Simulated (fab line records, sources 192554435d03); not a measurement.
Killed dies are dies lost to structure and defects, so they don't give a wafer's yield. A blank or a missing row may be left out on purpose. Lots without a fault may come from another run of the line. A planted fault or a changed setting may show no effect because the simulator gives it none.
Split-lot experiment | flow n5_finfet | 7 lots, 21 wafers read, on a route of 1938 steps

THE SPLIT
At N5_BEOL_M11_EXPOSE_08 (exposes mask M11), the setting dose_mj was moved away from the recipe's 53.75 on 6 of the 21 wafers read, by -1.9% to +6.8%. The other wafers ran this setting at the recipe's value.

FROM THE SPLIT TO THE READING: what the file shows between them, 15 steps
- N5_BEOL_M11_PEB_09: peb time 60 s
- N5_BEOL_M11_DEVELOP_10: develop time 30 s
- N5_BEOL_M11_CD_MEAS_11: target cd 64.1 nm
- N5_BEOL_M11_DESCUM_16: chemistry O2, time 7.9 s
- N5_BEOL_M11_ETCH_61: etches SiARC in CF4, target depth 39 nm, time 65 s
- N5_BEOL_M11_ETCH_62: etches SOC in N2/H2, target depth 110 nm, overetch 22 nm, time 165 s
- N5_BEOL_M11_STRIP_68: strips in N2/H2
- N5_BEOL_M11_STRIP_67: strips in CF4
- N5_BEOL_M11_HM_OPEN_17: chemistry Cl2/BCl3, target TiN, target depth 20 nm, overetch 6 nm
- N5_BEOL_M11_STRIP_19: strips in O2
- N5_BEOL_M11_CD_MEAS_18: pitch 140 nm, target cd 70 nm
- N5_BEOL_M11_COAT_63: time 60 s, resist thk 100 nm
- N5_BEOL_M11_COAT_64: time 60 s, resist thk 30 nm
- N5_BEOL_M11_PRECLEAN_42: cleans in residue remover, time 60 s
- N5_BEOL_M11_SRD_43: time 30 s

THE READING
cd_nm, in nm, at N5_BEOL_M11_CD_MEAS_35 (target cd 70 nm). Fault-free wafers of this fab line usually give 70.0 nm, standard deviation 0.48 nm.

wafer  | tool, chamber at the split | dose_mj as run | against the recipe | cd_nm, nm | against lot-mates on the recipe
L076.1 | arfi_scanner-01, 0         | 53.75          | recipe             | 70.5      | -
L076.4 | arfi_scanner-01, 0         | 53.75          | recipe             | 69.2      | -
L076.5 | arfi_scanner-01, 0         | 57.43          | +6.8%              | 73.4      | +3.6
L080.1 | arfi_scanner-03, 0         | 53.75          | recipe             | 70.1      | -
L080.2 | arfi_scanner-03, 0         | 53.75          | recipe             | 70.3      | -
L080.4 | arfi_scanner-03, 0         | 53.75          | recipe             | 69.5      | -
L081.3 | arfi_scanner-01, 0         | 53.75          | recipe             | 69.9      | -
L081.4 | arfi_scanner-01, 0         | 53.75          | recipe             | 70.0      | -
L081.5 | arfi_scanner-01, 0         | 53.75          | recipe             | 70.3      | -
L090.4 | arfi_scanner-03, 0         | 53.75          | recipe             | 70.0      | -
L090.5 | arfi_scanner-03, 0         | 53.75          | recipe             | 70.5      | -
L090.6 | arfi_scanner-03, 0         | 53.75          | recipe             | 71.1      | -
L091.2 | arfi_scanner-03, 0         | 57.33          | +6.7%              | 73.3      | +3.2
L091.3 | arfi_scanner-03, 0         | 53.75          | recipe             | 70.1      | -
L091.6 | arfi_scanner-03, 0         | 57.33          | +6.7%              | 73.6      | +3.5
L092.2 | arfi_scanner-02, 0         | 52.72          | -1.9%              | 68.7      | -0.5
L092.4 | arfi_scanner-02, 0         | 52.72          | -1.9%              | 68.9      | -0.3
L092.5 | arfi_scanner-02, 0         | 53.75          | recipe             | 69.2      | -
L097.2 | arfi_scanner-03, 0         | 53.75          | recipe             | 70.0      | -
L097.3 | arfi_scanner-03, 0         | 53.75          | recipe             | 70.4      | -
L097.4 | arfi_scanner-03, 0         | 55.02          | +2.4%              | 71.7      | +1.5

THE FIT
A straight line over all 21 wafers: cd_nm changes by +0.518 nm for each +1% of dose_mj; r = +0.95; the points scatter about the line by 0.46 nm.
The same after taking each lot's own level away (the mean of its wafers on the recipe; 21 wafers): +0.487 nm for each +1%; r = +0.96; scatter 0.37 nm.
On that fit, the largest move of dose_mj shifts the reading by 3.3 nm.
The lots' own levels span 69.20 to 70.53 nm, that is 2.8 times the standard deviation above.
So the lot-to-lot level changes the slope little: the two slopes agree.
Check: with one of the wafers moved furthest among these (+6.8%) left out of the fit, the line predicts +3.37 nm for it against its lot-mates. It came out at +3.55 nm against them.

THE WHOLE CHAIN: every reading that the file lists as answering this split, in the file's order
step                   | what it does                                                         | reading                                                                | change (the file's fit)               | r (the file's)
N5_BEOL_M11_CD_MEAS_11 | target cd 64.1 nm                                                    | cd_nm                                                                  | +0.501 nm for each +1% of the setting | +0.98
N5_BEOL_M11_ETCH_61    | etches SiARC in CF4, target depth 39 nm, time 65 s                   | BEOL_M11.cd_offset_nm (the simulator's own value, which no gauge read) | +0.508 nm for each +1% of the setting | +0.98
N5_BEOL_M11_ETCH_62    | etches SOC in N2/H2, target depth 110 nm, overetch 22 nm, time 165 s | BEOL_M11.cd_offset_nm (the simulator's own value, which no gauge read) | +0.501 nm for each +1% of the setting | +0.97
N5_BEOL_M11_CD_MEAS_18 | pitch 140 nm, target cd 70 nm                                        | cd_nm                                                                  | +0.495 nm for each +1% of the setting | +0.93
N5_BEOL_M11_CD_MEAS_35 | target cd 70 nm                                                      | cd_nm                                                                  | +0.51 nm for each +1% of the setting  | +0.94

THE FILE'S OWN FIT
cd_nm changes by +0.51 nm for each +1% of dose_mj, r = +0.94.
